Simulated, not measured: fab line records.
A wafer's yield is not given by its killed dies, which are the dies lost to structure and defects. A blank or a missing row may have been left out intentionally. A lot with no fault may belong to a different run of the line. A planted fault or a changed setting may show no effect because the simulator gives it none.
Problem report in the 8D (eight disciplines) form, filled by code -- flow nandHarc -- the parts of the form that need people (team, actions taken, sign-off) are left out

1. THE PROBLEM
Mean of heaterPowerTotalW at NHARC_A_CHANNEL_HOLE_D1_SOFTBAKE_05: 192.98 W across 6 wafers in 2 lots; on wafers with no fault it is 188.44 W (standard deviation 0.13). Measured from the usual mean, that is +35 standard deviations.
The step: time 55 s.
Seen first at day 11 04:00 on lithoTrack-01, wafer L587.2. The record holds 42 wafers of 14 lots with a number at this step. The rule behind "out" and "out of limits": a value lying over 4 standard deviations away from the usual mean. The rest of the wafers with a number are treated as sound.

2. WHAT IT IS; WHAT IT IS NOT
question,is,is not
which readings at this step,heaterPowerTotalW,"exhaustPa, plateTempC"
which lots,"L587, L588","L576, L577, L578, L579, L580, L589, L591, L592, L593, L595, L597, L599"
which wafers of those lots,all that have a number,-
read on which tools,lithoTrack-01,"lithoTrack-04, lithoTrack-06"
when,from day 11 04:00,"up to then (15 sound wafers); but 21 sound wafers of L589, L591, L592, L593, L595, L597, L599 came after"

3. THE SUSPECTS, EACH WITH WHAT RULES IT OUT
Counting: a tool at any process step up to the reading remains a suspect when it ran all the lots that are out and ran no sound lot after the first of those.
- lithoTrack-01 at NHARC_A_CHANNEL_HOLE_D1_SOFTBAKE_05 (time 55 s): ruled out as a lasting fault. Following L587 (day 11 04:00), the first lot on it that is out, the sound lots L599 were run on it.
Left after counting: nothing in the record.

4. THE CAUSE (what the simulator had put in)
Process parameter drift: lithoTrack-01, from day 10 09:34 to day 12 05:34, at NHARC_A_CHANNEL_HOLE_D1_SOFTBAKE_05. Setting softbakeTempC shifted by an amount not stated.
Counting ruled it out, wrongly.

5. THE CHAIN OF EFFECTS, in route order
Each row: a reading where the mean over the struck wafers with a number is more than 3 standard deviations away from the usual. Only readings for which the record gives a usual standard deviation are gone through. hours: the time from each lot's start at the first step in this table that gives one to its start at this step, as a median over the lots. sigmas: the change in usual standard deviations.
hours,step,reading,usual,on struck wafers,change,sigmas
0,NHARC_A_CHANNEL_HOLE_D1_SOFTBAKE_05,heaterPowerTotalW,188.44 W,192.98,+4.54,+35
Its process steps:
- NHARC_A_CHANNEL_HOLE_D1_SOFTBAKE_05: time 55 s.
Later steps that measure or inspect, where all struck wafers having a row at the step show a number for every such reading and not one has moved that far: NHARC_A_CHANNEL_HOLE_D1_OVL_MEAS_11.

6. HOW IT WOULD HAVE BEEN CAUGHT EARLIER
18 hours passed between the start of the fault at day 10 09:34 and the first reading out of limits in this record, taken at day 11 04:00.
